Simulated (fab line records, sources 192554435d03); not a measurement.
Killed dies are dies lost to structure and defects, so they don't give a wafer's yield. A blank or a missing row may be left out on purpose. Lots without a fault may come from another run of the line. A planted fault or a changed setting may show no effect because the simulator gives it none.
Which tool did it? | flow n5_finfet | 12 lots, 33 wafers sampled, at 5 steps of a route of 1938

WHAT THE GAUGES READ, wafer by wafer
The record holds no reading of a measuring or inspecting step that can be judged against a usual standard deviation.

WHICH TOOL RAN EACH LOT (tool, then ch and the chambers of the sampled wafers, then the start)
lot  | N5_BEOL_M15_SPUTTER_43       | N5_PASSIVATION_AL_DEP_21     | N5_PASSIVATION_ETCH_59            | N5_PASSIVATION_STRIP_48            | N5_PASSIVATION_PROBE_49
L461 | pvd_sputter-01, day 12 02:42 | pvd_sputter-01, day 12 16:20 | rie_metal-02 ch 0,1, day 12 17:29 | rie_diel-01 ch 0,3, day 12 19:29   | -
L463 | pvd_sputter-02, day 12 15:39 | pvd_sputter-02, day 13 01:49 | rie_metal-03 ch 0,1, day 13 03:05 | rie_diel-02 ch 0,1,2, day 13 04:53 | -
L462 | pvd_sputter-03, day 12 17:43 | pvd_sputter-01, day 13 02:37 | rie_metal-02 ch 0,1, day 13 03:49 | rie_diel-01 ch 1,2,3, day 13 05:52 | -
L465 | pvd_sputter-02, day 12 20:51 | pvd_sputter-03, day 13 06:08 | rie_metal-03 ch 0, day 13 07:11   | rie_diel-02 ch 0,3, day 13 09:01   | prober-02, day 13 11:31
L464 | pvd_sputter-01, day 12 22:15 | pvd_sputter-02, day 13 06:36 | rie_metal-02 ch 0,1, day 13 07:45 | rie_diel-01 ch 0,1,3, day 13 09:35 | -
L468 | pvd_sputter-01, day 13 16:14 | pvd_sputter-03, day 14 02:14 | rie_metal-03 ch 1, day 14 03:35   | rie_diel-04 ch 1,2, day 14 05:40   | -
L466 | pvd_sputter-03, day 13 22:55 | pvd_sputter-01, day 14 07:40 | rie_metal-03 ch 0, day 14 08:50   | rie_diel-01 ch 0,1, day 14 10:38   | -
L470 | pvd_sputter-02, day 14 11:53 | pvd_sputter-01, day 15 02:53 | rie_metal-03 ch 0,1, day 15 03:56 | rie_diel-02 ch 0,2,3, day 15 06:05 | -
L471 | pvd_sputter-01, day 14 19:17 | pvd_sputter-03, day 15 11:43 | rie_metal-03 ch 0,1, day 15 12:49 | rie_diel-01 ch 0,3, day 15 15:10   | prober-01, day 15 17:48
L474 | pvd_sputter-03, day 16 09:14 | pvd_sputter-02, day 16 23:32 | rie_metal-02 ch 0,1, day 17 00:45 | rie_diel-02 ch 0,2,3, day 17 02:45 | -
L478 | pvd_sputter-03, day 16 22:59 | pvd_sputter-01, day 17 13:20 | rie_metal-03 ch 0,1, day 17 14:25 | rie_diel-04 ch 0,1,3, day 17 16:13 | prober-01, day 17 18:53
L479 | pvd_sputter-03, day 17 14:58 | pvd_sputter-02, day 20 02:28 | rie_metal-01 ch 1, day 20 03:56   | rie_diel-04 ch 0,2,3, day 20 05:52 | prober-02, day 20 08:23
- N5_BEOL_M15_SPUTTER_43: material TaN, target thk 15 nm, time 24.19 s.
- N5_PASSIVATION_AL_DEP_21: deposits Al, target thk 2800 nm, time 170 s.
- N5_PASSIVATION_ETCH_59: etches TaN in Cl2/BCl3, target depth 65 nm, time 34.9 s.
- N5_PASSIVATION_STRIP_48: strips in O2.
- N5_PASSIVATION_PROBE_49

WHAT THE TOOLS THEMSELVES READ (means of the sampled wafers that have a number; where no wafer has one, the mark that the record gives instead)
N5_BEOL_M15_SPUTTER_43.
lot  | tool           | substrate_temp_c (C) | throttle_valve_pct (%)
L461 | pvd_sputter-01 | 49.91                | 30.7
L463 | pvd_sputter-02 | 49.94                | 31.0
L462 | pvd_sputter-03 | 50.08                | 30.5
L465 | pvd_sputter-02 | 49.91                | 30.2
L464 | pvd_sputter-01 | 49.92                | 28.9
L468 | pvd_sputter-01 | 50.11                | 29.6
L466 | pvd_sputter-03 | 50.04                | 30.7
L470 | pvd_sputter-02 | 50.06                | 29.6
L471 | pvd_sputter-01 | 49.96                | 30.4
L474 | pvd_sputter-03 | 49.93                | 30.5
L478 | pvd_sputter-03 | 49.95                | 30.4
L479 | pvd_sputter-03 | 50.05                | 30.2

N5_PASSIVATION_AL_DEP_21.
lot  | tool           | substrate_temp_c (C) | throttle_valve_pct (%)
L461 | pvd_sputter-01 | 400.00               | 28.7
L463 | pvd_sputter-02 | 399.91               | 30.7
L462 | pvd_sputter-01 | 400.03               | 30.5
L465 | pvd_sputter-03 | 400.04               | 30.2
L464 | pvd_sputter-02 | 399.94               | 30.3
L468 | pvd_sputter-03 | 400.21               | 31.2
L466 | pvd_sputter-01 | 399.86               | 29.9
L470 | pvd_sputter-01 | 400.02               | 30.9
L471 | pvd_sputter-03 | 400.03               | 30.3
L474 | pvd_sputter-02 | 399.96               | 30.0
L478 | pvd_sputter-01 | 400.08               | 29.7
L479 | pvd_sputter-02 | 400.08               | 29.6

N5_PASSIVATION_ETCH_59.
lot  | tool         | drypump_motor_current_A (A) | oes_product_au (a.u.) | throttle_valve_pct (%)
L461 | rie_metal-02 | 5.4                         | 0.85                  | 21.10
L463 | rie_metal-03 | 5.1                         | 0.74                  | 21.28
L462 | rie_metal-02 | 5.4                         | 0.84                  | 21.11
L465 | rie_metal-03 | 5.5                         | 0.77                  | 21.06
L464 | rie_metal-02 | 5.4                         | 0.84                  | 21.10
L468 | rie_metal-03 | 4.9                         | 0.71                  | 21.41
L466 | rie_metal-03 | 5.5                         | 0.78                  | 21.06
L470 | rie_metal-03 | 5.1                         | 0.73                  | 21.30
L471 | rie_metal-03 | 5.3                         | 0.75                  | 21.18
L474 | rie_metal-02 | 5.5                         | 0.80                  | 21.13
L478 | rie_metal-03 | 5.1                         | 0.71                  | 21.33
L479 | rie_metal-01 | 4.9                         | 0.76                  | 21.22

N5_PASSIVATION_STRIP_48.
lot  | tool        | drypump_motor_current_A (A) | oes_product_au (a.u.) | rf_vpp_V (V) | showerhead_plenum_p_Torr (Torr) | throttle_valve_pct (%)
L461 | rie_diel-01 | 5.9                         | 0.74                  | 4.8          | 2.02                            | 16.90
L463 | rie_diel-02 | 5.7                         | 0.74                  | 5.8          | 2.07                            | 16.56
L462 | rie_diel-01 | 5.6                         | 0.74                  | 2.4          | 2.05                            | 16.73
L465 | rie_diel-02 | 5.6                         | 0.78                  | 2.4          | 2.06                            | 16.82
L464 | rie_diel-01 | 5.8                         | 0.73                  | 4.0          | 2.02                            | 16.78
L468 | rie_diel-04 | 5.2                         | 0.82                  | 4.0          | 2.12                            | 16.74
L466 | rie_diel-01 | 6.0                         | 0.74                  | 0.5          | 2.02                            | 16.70
L470 | rie_diel-02 | 5.6                         | 0.76                  | 2.7          | 2.09                            | 16.73
L471 | rie_diel-01 | 5.7                         | 0.73                  | 4.5          | 2.01                            | 17.01
L474 | rie_diel-02 | 5.6                         | 0.74                  | 7.5          | 2.09                            | 16.70
L478 | rie_diel-04 | 5.7                         | 0.83                  | 2.6          | 2.16                            | 16.60
L479 | rie_diel-04 | 5.4                         | 0.82                  | 4.0          | 2.15                            | 16.62

N5_PASSIVATION_PROBE_49.
lot  | tool      | defect_limited_yield (%) | killed_at_M0_to_M3 | killed_at_M4_up | killed_at_contacts | killed_at_front_end | killed_at_other | killed_dies | killed_on_rim | killed_open | killed_short | sort_bin_5_function (%) | sort_bin_6_memory (%) | sort_bin_8_speed (%) | sort_n_pass | sort_yield_pct (%)
L465 | prober-02 | 91.3                     | 28                 | 18              | 24                 | 34                  | 0               | 103         | 16            | 64          | 36           | 4.9                     | 3.2                   | 0.1                  | 1076        | 91.2
L471 | prober-01 | 91.1                     | 28                 | 9               | 24                 | 42                  | 3               | 105         | 13            | 69          | 35           | 5.3                     | 3.4                   | 0.0                  | 1075        | 91.1
L478 | prober-01 | 80.8                     | 25                 | 148             | 11                 | 39                  | 3               | 227         | 23            | 64          | 31           | 11.3                    | 3.9                   | 0.0                  | 953         | 80.8
L479 | prober-02 | 80.3                     | 33                 | 152             | 9                  | 32                  | 5               | 232         | 28            | 65          | 30           | 11.6                    | 3.7                   | 0.0                  | 948         | 80.3

THE ANSWER, worked out from the rows above alone
Rule: what is usual is taken from the lots themselves. Put in order of their means at a reading, lots are off if they are a third of the lots or fewer, leave a main group of 4 or more, and stand apart from it by a gap of 3 or more times the standard deviation of the main group's means; of several such gaps the widest counts. A main group whose means are all the same, to the digits that the tables above print for the reading, isn't used. A lot without any number at a reading at which 4 lots or more have one is off too. The other lots that the step has rows for count as sound. The gauges are gone through in route order, then the tools' own readings, and for those a lot's mean is taken as printed above. The first step at which some lot is off is used, and at that step the reading that is off furthest; a lot without a number counts as furthest.
No lot is off at any reading shown: from this, nothing can be told.

WHAT THE SIMULATOR HAD PUT IN
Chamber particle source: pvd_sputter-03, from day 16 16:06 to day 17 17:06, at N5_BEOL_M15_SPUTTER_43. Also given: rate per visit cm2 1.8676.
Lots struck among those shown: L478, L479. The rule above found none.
